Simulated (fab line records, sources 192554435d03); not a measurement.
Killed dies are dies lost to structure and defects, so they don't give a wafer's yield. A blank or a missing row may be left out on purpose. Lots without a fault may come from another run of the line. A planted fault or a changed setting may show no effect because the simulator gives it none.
Chamber matching | flow n5_finfet | N5_BEOL_M1_CO_CAP_55 on cvd_co-01: 3 sister chambers
The step material Co, precursor CCTBA/H2, target thk 2 nm, time 102.1 s. 6 wafers are shown with their chamber, then 12 later ones without.

WAFERS WITH THEIR CHAMBER
wafer  | chamber | heater_power_w (W)
L089.3 | 1       | 229
L089.5 | 0       | 204
L089.6 | 1       | 228
L092.2 | 2       | 210
L092.4 | 2       | 218
L092.6 | 0       | 206

WAFERS WITHOUT THEIR CHAMBER
wafer  | heater_power_w (W)
L087.1 | 212
L087.2 | 199
L087.3 | 230
L093.2 | 202
L093.3 | 234
L093.6 | 231
L086.3 | 224
L086.4 | 205
L086.5 | 211
L097.1 | 208
L097.3 | 197
L097.6 | 215

WHICH CHAMBER EACH WENT THROUGH
wafer  | from the rows above     | in truth
L087.1 | can't be placed: 2 or 0 | 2
L087.2 | 0                       | 0
L087.3 | 1                       | 1
L093.2 | 0                       | 0
L093.3 | 1                       | 1
L093.6 | 1                       | 1
L086.3 | can't be placed: 1 or 2 | 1
L086.4 | 0                       | 0
L086.5 | can't be placed: 2 or 0 | 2
L097.1 | can't be placed: 0 or 2 | 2
L097.3 | 0                       | 0
L097.6 | 2                       | 2
Placed correctly: 8 of 12. Can't be placed from these rows: 4 (the true chamber is among the candidates in 4). Placed wrongly: 0.
How it was worked out, from the rows above alone: a wafer's distance from a chamber is the root of the sum, over the readings, of the square of ((its reading less the chamber's mean) divided by the reading's scatter). The wafer belongs to the nearest chamber; if the next one is less than 2 further off, it can't be placed. A chamber's mean is the mean of its shown wafers. The scatter: the root of (the sum of the squares of (reading less its chamber's mean) over the shown wafers, divided by (wafers less chambers)).
